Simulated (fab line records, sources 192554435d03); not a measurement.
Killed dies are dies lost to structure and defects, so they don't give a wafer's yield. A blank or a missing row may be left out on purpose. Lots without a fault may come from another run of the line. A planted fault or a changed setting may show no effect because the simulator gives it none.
Chamber matching | flow n5_finfet | N5_BEOL_M3_ETCH_77 on rie_diel-02: 4 sister chambers
The step etches underlayer in N2/H2, target depth 6.5 nm, time 5.2 s. 4 wafers are shown with their chamber, then 10 later ones without.

WAFERS WITH THEIR CHAMBER
wafer  | chamber | drypump_motor_current_A (A)
L083.5 | 0       | 6.0
L093.2 | 1       | 5.2
L092.2 | 2       | 5.8
L092.4 | 3       | 6.4

WAFERS WITHOUT THEIR CHAMBER
wafer  | drypump_motor_current_A (A)
L092.6 | 5.2
L095.1 | 5.8
L095.3 | 5.9
L095.5 | 5.9
L097.2 | 5.9
L097.4 | 5.8
L097.6 | 5.9
L096.1 | 5.9
L096.2 | 6.4
L096.3 | 5.2

WHICH CHAMBER EACH WENT THROUGH
wafer  | from the rows above     | in truth
L092.6 | 1                       | 1
L095.1 | 2                       | 2
L095.3 | can't be placed: 0 or 2 | 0
L095.5 | can't be placed: 0 or 2 | 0
L097.2 | can't be placed: 0 or 2 | 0
L097.4 | 2                       | 2
L097.6 | can't be placed: 0 or 2 | 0
L096.1 | can't be placed: 0 or 2 | 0
L096.2 | 3                       | 3
L096.3 | 1                       | 1
Placed correctly: 5 of 10. Can't be placed from these rows: 5 (the true chamber is among the candidates in 5). Placed wrongly: 0.
How it was worked out, from the rows above alone: a wafer's distance from a chamber is the root of the sum, over the readings, of the square of ((its reading less the chamber's mean) divided by the reading's scatter). The wafer belongs to the nearest chamber; if the next one is less than 2 further off, it can't be placed. A chamber's mean is the mean of its shown wafers. The scatter: with one shown wafer a chamber, the root of the mean of the squares of how far each hidden wafer lies from its nearest shown one.
